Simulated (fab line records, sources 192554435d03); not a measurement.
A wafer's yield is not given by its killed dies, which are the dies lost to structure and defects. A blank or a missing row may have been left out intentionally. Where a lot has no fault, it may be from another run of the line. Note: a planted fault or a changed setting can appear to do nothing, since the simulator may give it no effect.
fab line records    flow n5_finfet
[record] lots = 6  wafers = 18  last_day = 17
route steps=1938 shown BEOL_M2@852 BEOL_M4@1111
lots that met no fault: from a run of the same line without faults
start_h: hours from the record's opening day to when the first of the lot's shown wafers began    wait_h: hours from the lot's prior step to this one    " identical to the entry in the row above    L1.1+2: a single row standing in for several wafers    - no value, or no start given    * or withheld: withheld    < > ~ a bound
route shown NAME@n: NAME is a module with steps in the file, n the number in the route of the first one    usual: the fault-free wafers' mean and standard deviation    same: alike in all rows    chamber/n: place in a boat    sites: per-site readings    _std_site: standard deviation across them    _edge_site: outer sites' mean less inner sites'    radius_mm: how far each site lies from the wafer's centre    mask NAME#n: copy n    behind: the tool/chamber that last shaped the wafer    hold: why the lot was held/for how many hours/how that ended    device: names the non-switching transistor (n, p or np)    end of line: the tests these same wafers got at the end of their route    where a step has no rows: the recipe by itself    killed: dies that structure and defects cost at the first sort, which is not the same as the wafer's yield    map: a wafer's dies, x killed, . not, _ none there
set.NAME: the setting the step ran with; set.NAME@STEP: the setting that earlier step ran with    model.NAME: the simulator's own value behind a step, which no gauge read
lots at selected steps of the route; one table per step, one row per wafer
services: the hour from which a tool's chamber was out of use, counted from the record's first day as start_h (under 0 if before that day), plus the number of hours and why
[[steps]]
[step N5_BEOL_M2_PEB_09]
[recipe] peb_temp_c = 100  peb_time_s = 60  resist = CAR-EUV
[step N5_BEOL_M2_DEVELOP_10]
[recipe] develop_time_s = 30  developer = TMAH  resist = CAR-EUV  rinse_liquid = surfactant_rinse  dry = air_spin  dev_temp_c = 23
[step N5_BEOL_M2_CD_MEAS_11]
[recipe] target_cd_nm = 16.79  landing_energy_ev = 500  detector = se_inlens  polarity = opening
[usual] cd_nm = 16.82/0.21
[same] landing_energy_ev = 500
lot.wafer  tool       chamber  start_h  wait_h  cd_nm
L938.2     cd_sem-01  0        154.89   -       16.93
L938.5     "          0        "        "       16.65
L938.6     "          0        "        "       16.82
L940.2     cd_sem-01  0        164.00   -       16.60
L940.3     "          0        "        "       16.29
L940.4     "          0        "        "       16.98
L950.2     cd_sem-03  0        226.98   -       16.62
L950.3     "          0        "        "       16.70
L950.5     "          0        "        "       16.55
L952.4     cd_sem-02  0        241.46   -       16.83
L952.5     "          0        "        "       16.73
L952.6     "          0        "        "       16.75
L955.1     cd_sem-03  0        266.42   -       16.68
L955.3     "          0        "        "       16.67
L955.4     "          0        "        "       17.10
L956.1     cd_sem-01  0        266.72   -       16.76
L956.3     "          0        "        "       16.86
L956.5     "          0        "        "       17.05
[step N5_BEOL_M2_OVL_MEAS_12]
[recipe] points_per_wafer = 522
[usual] M2_OVL = 0.1/0.64
[same] points_per_wafer = 522
lot.wafer  tool        chamber  start_h  wait_h  M2_OVL[nm]
L938.2     overlay-01  0        154.92   0.0     -1.5
L938.5     "           0        "        "       -0.8
L938.6     "           0        "        "       -1.4
L940.2     overlay-01  0        164.04   0.0     0.8
L940.3     "           0        "        "       1.0
L940.4     "           0        "        "       0.6
L950.2     overlay-01  0        227.02   0.0     -0.3
L950.3     "           0        "        "       -1.0
L950.5     "           0        "        "       -0.9
L952.4     overlay-01  0        241.51   0.0     0.4
L952.5     "           0        "        "       1.2
L952.6     "           0        "        "       -0.2
L955.1     overlay-02  0        266.45   0.0     -0.2
L955.3     "           0        "        "       0.0
L955.4     "           0        "        "       -0.6
L956.1     overlay-02  0        266.75   0.0     -0.4
L956.3     "           0        "        "       0.0
L956.5     "           0        "        "       0.4
[step N5_BEOL_M2_INSPECT_13]
[recipe] mode = adi  inspect_instrument = brightfield
[usual] raw_defect_count = 423/110
lot.wafer  tool               chamber  start_h  wait_h  raw_defect_count
L938.2     defect_inspect-02  -        154.98   0.0     265
L938.5     "                  -        "        "       268
L938.6     "                  -        "        "       365
L940.2     defect_inspect-01  -        164.09   0.0     474
L940.3     "                  -        "        "       710
L940.4     "                  -        "        "       547
L950.2     defect_inspect-02  -        227.07   0.0     362
L950.3     "                  -        "        "       513
L950.5     "                  -        "        "       439
L952.4     defect_inspect-01  -        241.55   0.0     350
L952.5     "                  -        "        "       289
L952.6     "                  -        "        "       281
L955.1     defect_inspect-02  -        266.51   0.1     515
L955.3     "                  -        "        "       500
L955.4     "                  -        "        "       677
L956.1     defect_inspect-01  -        266.81   0.1     394
L956.3     "                  -        "        "       562
L956.5     "                  -        "        "       563
[step N5_BEOL_M2_DESCUM_16]
[recipe] chemistry = O2  time_s = 7  source_power_w = 50  bias_power_w = 20  pressure_mtorr = 20  rf_frequency_hz = 2.712e+07  temp_c = 40  resist = CAR-EUV  o2_flow_sccm = 225
[usual] bias_power_w = 20.01/0.061  drypump_motor_current_A = 5.6/0.46  oes_product_au = 0.80/0.086  rf_vpp_V = 243.0/1.9  showerhead_plenum_p_Torr = 2.09/0.1  throttle_valve_pct = 20.50/0.19
lot.wafer  tool         chamber  start_h  wait_h  bias_power_w  drypump_motor_current_A  oes_product_au  rf_hours_counter_h  rf_vpp_V  showerhead_plenum_p_Torr  throttle_valve_pct
L938.2     rie_diel-02  0        155.01   0.0     19.93         5.9                      0.80            117                 243.2     2.19                      20.68
L938.5     "            2        "        "       20.00         5.4                      0.69            -                   242.9     2.07                      20.63
L938.6     "            1        "        "       20.07         5.4                      0.81            -                   246.3     2.21                      20.67
L940.2     rie_diel-06  0        164.12   0.0     20.01         5.6                      0.84            66                  244.0     2.21                      20.30
L940.3     "            2        "        "       20.09         5.9                      0.68            204                 242.4     2.07                      20.59
L940.4     "            3        "        "       20.02         6.3                      0.92            -                   243.4     2.04                      20.18
L950.2     rie_diel-06  2        227.10   0.0     20.01         5.9                      0.68            225                 242.5     2.06                      20.61
L950.3     "            1        "        "       20.05         6.3                      0.92            20                  244.4     2.24                      20.61
L950.5     "            3        "        "       19.97         6.3                      0.88            -                   241.3     2.03                      20.20
L952.4     rie_diel-01  1        241.60   0.0     19.99         5.3                      0.77            -                   241.7     2.01                      20.71
L952.5     "            2        "        "       20.01         4.9                      0.72            -                   241.6     1.91                      20.67
L952.6     "            3        "        "       20.00         5.6                      0.88            -                   243.1     2.14                      20.42
L955.1     rie_diel-06  2        266.55   0.0     20.03         5.9                      0.67            238                 242.2     2.06                      20.62
L955.3     "            3        "        "       19.99         6.3                      0.86            65                  241.1     2.03                      20.20
L955.4     "            1        "        "       19.93         6.3                      0.91            32                  245.0     2.23                      20.61
L956.1     rie_diel-02  2        266.84   0.0     19.91         5.4                      0.98            5                   242.4     2.06                      20.26
L956.3     "            0        "        "       20.04         5.9                      0.77            152                 245.5     2.18                      20.73
L956.5     "            3        "        "       20.00         5.7                      0.72            -                   241.9     2.07                      20.30
[step N5_BEOL_M2_ETCH_74]
[recipe] chemistry = N2/H2  target = underlayer  target_depth_a = 65  mask_material = CAR-EUV  time_s = 5.2  ion_energy_ev = 200  pressure_mtorr = 30  source_w = 840  bias_w = 150  n2_flow_sccm = 200  h2_flow_sccm = 200  ends = cleared
[usual] bias_w = 150.1/0.43  drypump_motor_current_A = 5.6/0.46  etch_rf_on_time_s = 5.21/0.078  h2_flow_sccm = 200.0/0.61  oes_product_au = 0.68/0.071  rf_vpp_V = 524/3.6  showerhead_plenum_p_Torr = 2.54/0.12  throttle_valve_pct = 17.93/0.2
lot.wafer  tool         chamber  start_h  wait_h  bias_w  drypump_motor_current_A  etch_rf_on_time_s  h2_flow_sccm  oes_product_au  rf_hours_counter_h  rf_vpp_V  showerhead_plenum_p_Torr  throttle_valve_pct
L938.2     rie_diel-02  0        155.04   0.0     149.8   5.9                      5.11               199.8         0.68            117                 526       2.66                      18.02
L938.5     "            2        "        "       149.9   5.4                      5.34               199.8         0.59            -                   523       2.51                      18.05
L938.6     "            1        "        "       150.7   5.4                      5.18               199.8         0.71            -                   529       2.69                      18.12
L940.2     rie_diel-06  0        164.16   0.0     149.4   5.6                      5.22               200.1         0.71            66                  529       2.68                      17.75
L940.3     "            2        "        "       150.3   5.9                      5.18               200.9         0.59            204                 523       2.53                      18.12
L940.4     "            3        "        "       149.6   6.3                      5.15               199.6         0.79            -                   523       2.49                      17.59
L950.2     rie_diel-06  2        227.14   0.0     149.4   5.9                      5.13               199.7         0.58            225                 522       2.52                      18.17
L950.3     "            1        "        "       149.9   6.3                      5.17               200.3         0.80            20                  528       2.71                      17.95
L950.5     "            3        "        "       149.6   6.3                      5.18               201.2         0.75            -                   521       2.48                      17.63
L952.4     rie_diel-01  1        241.63   0.0     150.9   5.3                      5.35               198.9         0.65            -                   519       2.44                      18.13
L952.5     "            2        "        "       150.0   4.9                      5.18               200.4         0.62            -                   516       2.32                      18.12
L952.6     "            3        "        "       149.9   5.6                      5.26               198.9         0.74            -                   524       2.59                      17.79
L955.1     rie_diel-06  2        266.58   0.0     151.0   5.9                      5.19               199.7         0.58            238                 523       2.51                      18.18
L955.3     "            3        "        "       150.7   6.3                      5.18               201.3         0.73            65                  521       2.47                      17.64
L955.4     "            1        "        "       149.7   6.3                      5.21               200.0         0.77            32                  528       2.70                      17.98
L956.1     rie_diel-02  2        266.88   0.0     150.5   5.4                      5.09               199.9         0.84            5                   522       2.50                      17.64
L956.3     "            0        "        "       150.5   5.9                      5.11               199.9         0.66            152                 526       2.65                      18.14
L956.5     "            3        "        "       150.5   5.8                      5.16               200.9         0.61            -                   522       2.51                      17.79
[step N5_BEOL_M2_ETCH_63]
[recipe] chemistry = CF4  target = SiARC  target_depth_a = 156  mask_material = CAR-EUV  time_s = 26  ion_energy_ev = 80  pressure_mtorr = 40  source_w = 545  bias_w = 36  Ar_flow_sccm = 100  cf4_flow_sccm = 100  ends = cleared
[step N5_BEOL_M2_ETCH_64]
[recipe] chemistry = N2/H2  target = SOC  target_depth_a = 750  overetch_a = 225  mask_material = SiARC  temp_c = 40  time_s = 121.9  ion_energy_ev = 200  pressure_mtorr = 30  source_w = 840  bias_w = 150  n2_flow_sccm = 200  h2_flow_sccm = 200
[usual] bias_w = 150.0/0.42  drypump_motor_current_A = 5.6/0.46  h2_flow_sccm = 200.1/0.62  oes_product_au = 0.60/0.063  rf_vpp_V = 524/3.6  showerhead_plenum_p_Torr = 2.54/0.12  throttle_valve_pct = 17.90/0.2
lot.wafer  tool         chamber  start_h  wait_h  bias_w  drypump_motor_current_A  h2_flow_sccm  oes_product_au  rf_hours_counter_h  rf_vpp_V  showerhead_plenum_p_Torr  throttle_valve_pct
L938.2     rie_diel-02  0        155.09   0.0     150.3   5.9                      199.9         0.60            117                 526       2.66                      18.02
L938.5     "            2        "        "       150.5   5.4                      200.4         0.53            -                   522       2.51                      18.00
L938.6     "            1        "        "       149.6   5.4                      199.7         0.62            -                   527       2.69                      18.10
L940.2     rie_diel-06  0        164.20   0.0     149.7   5.6                      200.5         0.64            66                  528       2.68                      17.71
L940.3     "            2        "        "       149.5   5.9                      199.4         0.53            205                 524       2.53                      18.10
L940.4     "            3        "        "       150.6   6.3                      200.9         0.68            -                   521       2.49                      17.54
L950.2     rie_diel-06  2        227.18   0.0     150.7   5.9                      200.1         0.52            225                 524       2.52                      18.13
L950.3     "            1        "        "       149.4   6.3                      200.3         0.70            20                  529       2.71                      17.93
L950.5     "            3        "        "       150.0   6.3                      199.8         0.66            -                   521       2.48                      17.58
L952.4     rie_diel-01  1        241.72   0.1     149.8   5.3                      200.2         0.58            -                   521       2.44                      18.09
L952.5     "            2        "        "       150.0   4.9                      201.4         0.54            -                   517       2.32                      18.09
L952.6     "            3        "        "       150.0   5.6                      199.9         0.67            -                   525       2.59                      17.76
L955.1     rie_diel-06  2        266.63   0.0     149.3   5.9                      200.1         0.51            238                 523       2.51                      18.16
L955.3     "            3        "        "       149.8   6.3                      200.1         0.65            65                  522       2.47                      17.61
L955.4     "            1        "        "       149.6   6.4                      199.9         0.68            32                  528       2.70                      17.94
L956.1     rie_diel-02  2        266.92   0.0     150.0   5.4                      200.9         0.74            5                   521       2.50                      17.60
L956.3     "            0        "        "       150.2   5.9                      199.8         0.58            152                 528       2.65                      18.06
L956.5     "            3        "        "       150.2   5.7                      199.6         0.54            -                   524       2.51                      17.71
[step N5_BEOL_M2_STRIP_65]
[recipe] chemistry = N2/H2  temp_c = 40  n2_flow_sccm = 200  h2_flow_sccm = 200  rf_frequency_hz = 6e+07
[step N5_BEOL_M2_STRIP_75]
[recipe] chemistry = N2/H2  temp_c = 40  n2_flow_sccm = 200  h2_flow_sccm = 200  rf_frequency_hz = 6e+07
[step N5_BEOL_M2_STRIP_66]
[recipe] chemistry = CF4  resist = SiARC  power_w = 300  bias_power_w = 75  pressure_mtorr = 50  cf4_flow_sccm = 150  rf_frequency_hz = 6e+07
[usual] bias_power_w = 74.97/0.25  drypump_motor_current_A = 5.6/0.46  oes_product_au = 0.79/0.081  power_w = 300.0/0.81  rf_vpp_V = 271.1/2.1  showerhead_plenum_p_Torr = 1.79/0.081  throttle_valve_pct = 13.64/0.19
lot.wafer  tool         chamber  start_h  wait_h  bias_power_w  drypump_motor_current_A  oes_product_au  power_w  rf_hours_counter_h  rf_vpp_V  showerhead_plenum_p_Torr  throttle_valve_pct
L938.2     rie_diel-02  0        155.22   0.0     74.57         5.9                      0.79            299.8    117                 273.2     1.88                      13.79
L938.5     "            2        "        "       74.95         5.4                      0.69            299.6    -                   269.9     1.76                      13.80
L938.6     "            1        "        "       75.28         5.4                      0.81            300.3    -                   273.3     1.89                      13.81
L940.2     rie_diel-06  0        164.33   0.0     74.86         5.6                      0.83            300.9    66                  274.5     1.89                      13.48
L940.3     "            2        "        "       75.01         5.9                      0.69            300.3    205                 271.5     1.77                      13.77
L940.4     "            3        "        "       74.62         6.3                      0.90            299.0    -                   270.0     1.76                      13.32
L950.2     rie_diel-06  2        227.31   0.0     74.58         5.9                      0.67            299.8    225                 270.6     1.77                      13.81
L950.3     "            1        "        "       74.94         6.3                      0.91            299.3    20                  275.2     1.90                      13.57
L950.5     "            3        "        "       75.00         6.3                      0.86            298.7    -                   270.5     1.75                      13.38
L952.4     rie_diel-01  1        241.80   0.0     74.79         5.3                      0.76            301.8    -                   269.2     1.73                      13.80
L952.5     "            2        "        "       74.84         4.9                      0.72            299.1    -                   267.2     1.66                      13.88
L952.6     "            3        "        "       74.86         5.6                      0.86            299.8    -                   269.0     1.83                      13.44
L955.1     rie_diel-06  2        266.76   0.0     75.15         5.9                      0.67            301.0    238                 270.9     1.76                      13.86
L955.3     "            3        "        "       74.63         6.3                      0.84            300.5    65                  270.2     1.75                      13.40
L955.4     "            1        "        "       74.85         6.3                      0.89            300.1    32                  273.7     1.90                      13.62
L956.1     rie_diel-02  2        267.05   0.0     75.12         5.4                      0.96            299.9    5                   269.4     1.76                      13.26
L956.3     "            0        "        "       75.33         5.9                      0.75            299.9    152                 271.5     1.87                      13.89
L956.5     "            3        "        "       74.36         5.8                      0.71            299.8    -                   272.2     1.78                      13.55
[step N5_BEOL_M2_HM_OPEN_17]
[recipe] chemistry = Cl2/BCl3  target_depth_a = 200  overetch_a = 60  target = TiN  mask_material = SOC  ion_energy_ev = 150  pressure_mtorr = 10  icp_w = 1000  bias_w = 126  Cl2_flow_sccm = 53.25  bcl3_flow_sccm = 21.75  Ar_flow_sccm = 25
[usual] bcl3_flow_sccm = 21.76/0.061  bias_w = 126.0/0.36  drypump_motor_current_A = 5.82/0.17  oes_product_au = 0.70/0.089  throttle_valve_pct = 22.1/0.31
lot.wafer  tool          chamber  start_h  wait_h  bcl3_flow_sccm  bias_w  drypump_motor_current_A  oes_product_au  rf_hours_counter_h  throttle_valve_pct  model.SOC_of_BEOL_M2_COAT_61.thk_nm
L938.2     rie_metal-01  1        155.26   0.0     -               -       -                        -               -                   -                   60
L938.5     "             0        "        "       -               -       -                        -               -                   -                   60
L938.6     "             1        "        "       -               -       -                        -               -                   -                   59.8
L940.2     rie_metal-03  1        164.38   0.0     -               -       -                        -               -                   -                   60.2
L940.3     "             1        "        "       -               -       -                        -               -                   -                   60
L940.4     "             0        "        "       -               -       -                        -               -                   -                   60
L950.2     rie_metal-02  0        227.36   0.0     21.80           125.9   6.06                     0.74            12                  21.9                51.8
L950.3     "             0        "        "       21.80           126.5   6.03                     0.75            -                   22.0                52.2
L950.5     "             1        "        "       21.82           126.1   5.84                     0.85            -                   21.9                51.6
L952.4     rie_metal-02  1        241.89   0.1     21.64           125.9   5.84                     0.82            -                   21.9                51.6
L952.5     "             1        "        "       21.68           126.3   5.85                     0.82            -                   21.9                51.8
L952.6     "             0        "        "       21.74           126.0   6.06                     0.74            -                   22.0                51.8
L955.1     rie_metal-01  0        266.80   0.0     21.80           126.3   6.04                     0.70            36                  21.9                52
L955.3     "             0        "        "       21.82           126.3   6.02                     0.70            -                   22.0                52
L955.4     "             1        "        "       21.76           125.3   5.63                     0.56            -                   22.4                52.2
L956.1     rie_metal-01  1        267.09   0.0     21.75           126.3   5.67                     0.56            93                  22.4                52.2
L956.3     "             0        "        "       21.71           126.1   6.00                     0.70            -                   22.0                52
L956.5     "             0        "        "       21.67           125.8   6.01                     0.69            -                   22.0                51.8
[step N5_BEOL_M2_STRIP_19]
[recipe] chemistry = O2  power_w = 400  temp_c = 40  pressure_mtorr = 30  rf_frequency_hz = 6e+07  bias_power_w = 0  overash_fraction = 0.2  o2_flow_sccm = 225
[usual] drypump_motor_current_A = 5.7/0.42  oes_product_au = 0.79/0.085  rf_vpp_V = 3.6/0.46  showerhead_plenum_p_Torr = 2.11/0.092  throttle_valve_pct = 16.75/0.19
[same] bias_power_w = 0
lot.wafer  tool         chamber  start_h  wait_h  drypump_motor_current_A  oes_product_au  rf_hours_counter_h  rf_vpp_V  showerhead_plenum_p_Torr  throttle_valve_pct
L938.2     rie_diel-06  3        155.37   0.1     6.3                      0.92            24                  3.5       2.04                      16.38
L938.5     "            2        "        "       5.9                      0.69            -                   3.2       2.08                      16.83
L938.6     "            3        "        "       6.3                      0.92            -                   4.2       2.05                      16.36
L940.2     rie_diel-02  0        164.49   0.1     5.9                      0.79            121                 3.8       2.20                      16.91
L940.3     "            2        "        "       5.4                      0.69            234                 4.2       2.07                      16.91
L940.4     "            3        "        "       5.7                      0.74            189                 3.7       2.09                      16.55
L950.2     rie_diel-06  3        227.47   0.1     6.3                      0.87            51                  3.7       2.04                      16.43
L950.3     "            2        "        "       5.9                      0.68            225                 3.6       2.07                      16.88
L950.5     "            2        "        "       5.9                      0.67            -                   3.7       2.07                      16.87
L952.4     rie_diel-02  3        242.01   0.1     5.7                      0.73            -                   3.6       2.08                      16.59
L952.5     "            0        "        "       5.9                      0.78            -                   4.0       2.19                      16.93
L952.6     "            1        "        "       5.4                      0.79            -                   4.1       2.20                      16.96
L955.1     rie_diel-06  3        266.91   0.1     6.3                      0.86            65                  3.8       2.03                      16.45
L955.3     "            1        "        "       6.3                      0.90            32                  3.1       2.24                      16.80
L955.4     "            0        "        "       5.6                      0.79            100                 3.7       2.20                      16.60
L956.1     rie_diel-02  2        267.20   0.1     5.4                      0.99            5                   3.3       2.06                      16.47
L956.3     "            3        "        "       5.7                      0.72            227                 4.1       2.08                      16.59
L956.5     "            2        "        "       5.4                      0.98            -                   3.2       2.06                      16.47
[step N5_BEOL_M2_CD_MEAS_18]
[recipe] pitch_nm = 36  target_cd_nm = 18
[usual] cd_nm = 18.05/0.29
lot.wafer  tool       chamber  start_h  wait_h  cd_nm
L938.2     cd_sem-01  -        155.44   0.1     -
L938.5     "          -        "        "       -
L938.6     "          -        "        "       -
L940.2     cd_sem-01  -        164.57   0.1     -
L940.3     "          -        "        "       -
L940.4     "          -        "        "       -
L950.2     cd_sem-01  -        227.54   0.1     18.12
L950.3     "          -        "        "       18.01
L950.5     "          -        "        "       18.01
L952.4     cd_sem-03  -        242.06   0.0     17.81
L952.5     "          -        "        "       17.59
L952.6     "          -        "        "       18.14
L955.1     cd_sem-03  -        266.98   0.0     18.32
L955.3     "          -        "        "       18.11
L955.4     "          -        "        "       18.26
L956.1     cd_sem-01  -        267.27   0.0     18.47
L956.3     "          -        "        "       18.31
L956.5     "          -        "        "       18.07
[step N5_BEOL_M2_COAT_67]
[recipe] resist = SOC  temp_c = 250  time_s = 60  spin_rpm = 1500  resist_thk_nm = 60
[step N5_BEOL_M4_RC_MEAS_101]
[usual] DIBL_N = 36.4/1.5  DIBL_P = 35.8/1.7  IOFF_N = 0.154/0.022  IOFF_P = 0.21/0.031  ION_N = 672/8.8  ION_P = 462/7.2  SS_N = 71.5/0.53  SS_P = 73.2/0.62  VT_N = 250.4/2.5  VT_P = -250/3.5
lot.wafer  tool       chamber  start_h  wait_h  DIBL_N[mV/V]  DIBL_P[mV/V]  IOFF_N[nA/um]  IOFF_P[nA/um]  ION_N[uA/um]  ION_P[uA/um]  SS_N[mV/dec]  SS_P[mV/dec]  VT_N[mV]  VT_P[mV]
L950.2     prober-01  0        283.30   0.2     35.5          36.3          0.157          0.21           674           462           71.5          73.7          249.4     -253
L950.3     "          0        "        "       36.6          38.1          0.183          0.24           679           467           72.6          74.7          247.1     -250
L950.5     "          0        "        "       35.9          36.8          0.161          0.21           672           458           72.4          73.6          251.4     -251
L952.4     prober-02  0        285.46   0.5     35.3          34.8          0.137          0.23           672           467           71.5          73.1          252.2     -247
L952.5     "          0        "        "       35.7          35.2          0.143          0.24           667           469           71.1          73.3          249.8     -247
L952.6     "          0        "        "       36.3          35.3          0.155          0.24           672           468           72.1          73.1          250.5     -244
L956.1     prober-02  0        297.35   0.0     35.7          36.1          0.145          0.24           673           467           71.2          73.2          251.1     -248
L956.3     "          0        "        "       36.5          36.1          0.154          0.24           675           473           71.7          73.1          248.0     -248
L956.5     "          0        "        "       34.5          34.3          0.123          0.21           668           464           70.9          72.5          250.6     -251
L955.1     prober-02  0        298.66   0.0     38.1          36.5          0.159          0.24           679           471           72.0          73.6          251.9     -247
L955.3     "          0        "        "       37.6          34.8          0.145          0.21           666           459           72.1          73.8          253.2     -250
L955.4     "          0        "        "       38.3          35.9          0.155          0.24           674           468           71.9          73.8          252.3     -247
[[services]]
tool          chamber  start_h  hours  kind
rie_diel-06   1        152.17   -      clean
rie_diel-06   1        152.17   -      consumable_replace:focus_ring
rie_diel-06   1        152.17   -      consumable_replace:showerhead
rie_diel-06   1        152.17   15.1   scheduled_down
rie_diel-06   1        152.17   15.1   vent_cycle
rie_metal-03  -        162.22   1.0    repair
rie_metal-01  1        166.75   19.3   repair
rie_diel-02   2        170.33   32.7   repair
rie_metal-02  1        190.84   -      clean
rie_metal-02  1        190.84   21.2   scheduled_down
rie_metal-02  1        190.84   21.2   vent_cycle
rie_diel-01   1        192.44   4.1    repair
rie_diel-01   0        237.25   -      clean
rie_diel-01   0        237.25   -      consumable_replace:focus_ring
rie_diel-01   0        237.25   -      consumable_replace:showerhead
rie_diel-01   0        237.25   20.1   scheduled_down
rie_diel-01   0        237.25   20.1   vent_cycle
rie_diel-02   2        237.85   -      clean
rie_diel-02   2        237.85   -      consumable_replace:focus_ring
rie_diel-02   2        237.85   13.9   scheduled_down
rie_diel-02   2        237.85   13.9   vent_cycle
rie_metal-03  -        239.27   2.4    repair
rie_diel-06   0        243.05   2.5    repair
rie_diel-02   0        263.26   1.9    repair
[[key]]
[first_sign] step = N5_BEOL_M2_HM_OPEN_17  reading = tool_record  direction = missing
[effect] step = N5_BEOL_M2_CD_MEAS_18  reading = cd_nm  direction = missing
[model_effect] step = N5_BEOL_M2_HM_OPEN_17  value = SOC_of_BEOL_M2_COAT_61.thk_nm  without = 52.07  struck = 60
met_at N5_BEOL_M2_HM_OPEN_17
struck_wafers L938.2,L938.5,L938.6,L940.2,L940.3,L940.4
later_rows_left_out L938.2,L938.5,L938.6,L940.2,L940.3,L940.4
sort_left_out L938.2,L938.5,L938.6,L940.2,L940.3,L940.4
[fault] kind = skipped_step_whole  tool = rie_metal-01,rie_metal-03  chamber = -  onset_h = 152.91  steps = N5_BEOL_M2_HM_OPEN_17  scope = struck_lots_only
// sort_left_out: the simulated sort isn't trusted on such a fault, so these wafers' sort isn't shown, and their yield isn't known
// later_rows_left_out: the simulator's readings of these wafers behind a module that went badly wrong aren't trusted and aren't shown, but for the sort
